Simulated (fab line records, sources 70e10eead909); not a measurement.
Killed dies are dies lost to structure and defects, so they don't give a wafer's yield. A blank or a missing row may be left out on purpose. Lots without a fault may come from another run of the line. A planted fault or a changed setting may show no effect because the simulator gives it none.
Which tool did it? | flow nand_harc | 13 lots, 39 wafers sampled, at 5 steps of a route of 1159

WHAT THE GAUGES READ, wafer by wafer
NHARC_END_SORT_01.
lot  | measured     | on        | killed_at_array | killed_at_other | killed_at_periphery | killed_dies | killed_open | killed_short
L328 | day 19 03:26 | prober-01 | 36 37 33        | 0 0 0           | 1 3 2               | 37 40 35    | 3 4 3       | 3 2 0
L337 | day 21 10:28 | prober-02 | 11 16 12        | 3 1 1           | 7 6 6               | 21 23 19    | 4 7 1       | 2 4 5
L344 | day 23 08:17 | prober-02 | 53 125 129      | 2 3 1           | 4 5 4               | 59 133 134  | 3 3 2       | 2 3 3
L346 | day 23 16:52 | prober-02 | 102 120 27      | 0 1 1           | 2 2 5               | 104 123 33  | 4 3 3       | 2 2 1
L347 | day 24 22:05 | prober-01 | 18 28 24        | 2 0 0           | 8 6 7               | 28 34 31    | 2 1 6       | 2 6 3

WHICH TOOL RAN EACH LOT (tool, then ch and the chambers of the sampled wafers, then the start)
lot  | NHARC_A_CONTACT_ETCH_112             | NHARC_THIN_TSV_STRIP_45              | NHARC_THIN_TSV_DEP_47           | NHARC_THIN_TSV_ETCH_36
L328 | har_cap_etch-03 ch 0,1, day 16 02:43 | plasma_asher-01 ch 0,1, day 18 08:35 | pecvd-02 ch 0,2, day 18 09:29   | rie_metal-03 ch 0,1, day 18 14:08
L329 | har_cap_etch-03 ch 0,1, day 16 13:53 | plasma_asher-02 ch 0, day 18 18:46   | pecvd-03 ch 0,1,2, day 18 19:31 | rie_metal-02 ch 0,1, day 19 00:03
L330 | har_cap_etch-01 ch 0,1, day 16 13:59 | plasma_asher-02 ch 0,1, day 18 19:38 | pecvd-02 ch 0,2, day 18 20:26   | rie_metal-01 ch 0,1, day 19 01:14
L333 | har_cap_etch-02 ch 0,1, day 17 01:22 | plasma_asher-02 ch 0, day 19 06:26   | pecvd-03 ch 1,2, day 19 07:16   | rie_metal-02 ch 0,1, day 19 11:55
L334 | har_cap_etch-03 ch 0,1, day 17 01:37 | plasma_asher-01 ch 0,1, day 19 03:21 | pecvd-03 ch 0,1, day 19 04:08   | rie_metal-02 ch 0,1, day 19 08:38
L332 | har_cap_etch-01 ch 0,1, day 17 06:50 | plasma_asher-01 ch 0,1, day 19 12:37 | pecvd-01 ch 0,1,2, day 19 13:27 | rie_metal-02 ch 0,1, day 19 18:00
L335 | har_cap_etch-02 ch 0,1, day 18 00:11 | plasma_asher-01 ch 0,1, day 20 08:45 | pecvd-01 ch 1,2, day 20 09:31   | rie_metal-03 ch 0,1, day 20 14:41
L337 | har_cap_etch-02 ch 0,1, day 18 14:08 | plasma_asher-01 ch 0,1, day 20 13:38 | pecvd-02 ch 0,2, day 20 14:27   | rie_metal-02 ch 0,1, day 20 19:13
L344 | har_cap_etch-02 ch 0,1, day 20 05:37 | plasma_asher-02 ch 0,1, day 22 18:33 | pecvd-03 ch 0,2, day 22 19:26   | rie_metal-01 ch 0,1, day 23 00:07
L346 | har_cap_etch-02 ch 0,1, day 20 17:50 | plasma_asher-02 ch 0,1, day 23 01:29 | pecvd-01 ch 0,1,2, day 23 02:18 | rie_metal-02 ch 0,1, day 23 07:02
L348 | har_cap_etch-01 ch 0,1, day 21 19:26 | plasma_asher-02 ch 0,1, day 23 20:29 | pecvd-03 ch 1,2, day 23 21:14   | rie_metal-03 ch 0,1, day 24 02:16
L347 | har_cap_etch-01 ch 0,1, day 22 04:08 | plasma_asher-01 ch 0,1, day 24 07:59 | pecvd-03 ch 0,1, day 24 08:47   | rie_metal-03 ch 0,1, day 24 13:47
L351 | har_cap_etch-01 ch 0, day 22 08:11   | plasma_asher-01 ch 0,1, day 24 14:29 | pecvd-01 ch 0,1,2, day 24 15:23 | rie_metal-01 ch 0, day 24 20:09
- NHARC_A_CONTACT_ETCH_112: etches the open film in C4F8/O2/Ar, time 94 s, target depth 922 nm.
- NHARC_THIN_TSV_STRIP_45: strips in O2.
- NHARC_THIN_TSV_DEP_47: deposits SiO2, target thk 200 nm.
- NHARC_THIN_TSV_ETCH_36: etches the open film in Cl2/BCl3, target depth 65 nm, time 18.571 s.

WHAT THE TOOLS THEMSELVES READ (means of the sampled wafers that have a number; where no wafer has one, the mark that the record gives instead)
NHARC_THIN_TSV_STRIP_45.
lot  | tool            | drypump_motor_current_A (A) | heater_power_w (W)
L328 | plasma_asher-01 | 5.8                         | 312
L329 | plasma_asher-02 | 5.9                         | 307
L330 | plasma_asher-02 | 6.1                         | 300
L333 | plasma_asher-02 | 5.9                         | 301
L334 | plasma_asher-01 | 6.1                         | 298
L332 | plasma_asher-01 | 6.0                         | 297
L335 | plasma_asher-01 | 5.8                         | 319
L337 | plasma_asher-01 | 6.1                         | 305
L344 | plasma_asher-02 | 6.1                         | 303
L346 | plasma_asher-02 | 6.2                         | 303
L348 | plasma_asher-02 | 6.2                         | 294
L347 | plasma_asher-01 | 5.8                         | 320
L351 | plasma_asher-01 | 5.8                         | 314

NHARC_THIN_TSV_DEP_47.
lot  | tool     | showerhead_vpp_V (V) | throttle_valve_pct (%)
L328 | pecvd-02 | 1806                 | 15.1
L329 | pecvd-03 | 1785                 | 15.3
L330 | pecvd-02 | 1892                 | 15.8
L333 | pecvd-03 | 1850                 | 15.3
L334 | pecvd-03 | 1867                 | 14.5
L332 | pecvd-01 | 1851                 | 15.7
L335 | pecvd-01 | 1812                 | 15.6
L337 | pecvd-02 | 1819                 | 15.2
L344 | pecvd-03 | 1743                 | 15.2
L346 | pecvd-01 | 1850                 | 15.6
L348 | pecvd-03 | 1779                 | 15.8
L347 | pecvd-03 | 1821                 | 14.9
L351 | pecvd-01 | 1861                 | 15.8

NHARC_THIN_TSV_ETCH_36.
lot  | tool         | drypump_motor_current_A (A) | oes_product_au (a.u.)
L328 | rie_metal-03 | 5.7                         | 1.001
L329 | rie_metal-02 | 5.2                         | 0.995
L330 | rie_metal-01 | 6.1                         | 1.003
L333 | rie_metal-02 | 5.4                         | 0.996
L334 | rie_metal-02 | 5.2                         | 1.003
L332 | rie_metal-02 | 5.2                         | 0.999
L335 | rie_metal-03 | 6.2                         | 0.997
L337 | rie_metal-02 | 5.4                         | 1.001
L344 | rie_metal-01 | 5.9                         | 0.999
L346 | rie_metal-02 | 5.2                         | 1.000
L348 | rie_metal-03 | 5.7                         | 0.989
L347 | rie_metal-03 | 5.7                         | 0.993
L351 | rie_metal-01 | 6.3                         | 0.994

THE ANSWER, worked out from the rows above alone
Rule: what is usual is taken from the lots themselves. Put in order of their means at a reading, lots are off if they are a third of the lots or fewer, leave a main group of 4 or more, and stand apart from it by a gap of 3 or more times the standard deviation of the main group's means; of several such gaps the widest counts. A main group whose means are all the same, to the digits that the tables above print for the reading, isn't used. A lot without any number at a reading at which 4 lots or more have one is off too. The other lots that the step has rows for count as sound. The gauges are gone through in route order, then the tools' own readings, and for those a lot's mean is taken as printed above. The first step at which some lot is off is used, and at that step the reading that is off furthest; a lot without a number counts as furthest.
No lot is off at any reading shown: from this, nothing can be told.

WHAT THE SIMULATOR HAD PUT IN
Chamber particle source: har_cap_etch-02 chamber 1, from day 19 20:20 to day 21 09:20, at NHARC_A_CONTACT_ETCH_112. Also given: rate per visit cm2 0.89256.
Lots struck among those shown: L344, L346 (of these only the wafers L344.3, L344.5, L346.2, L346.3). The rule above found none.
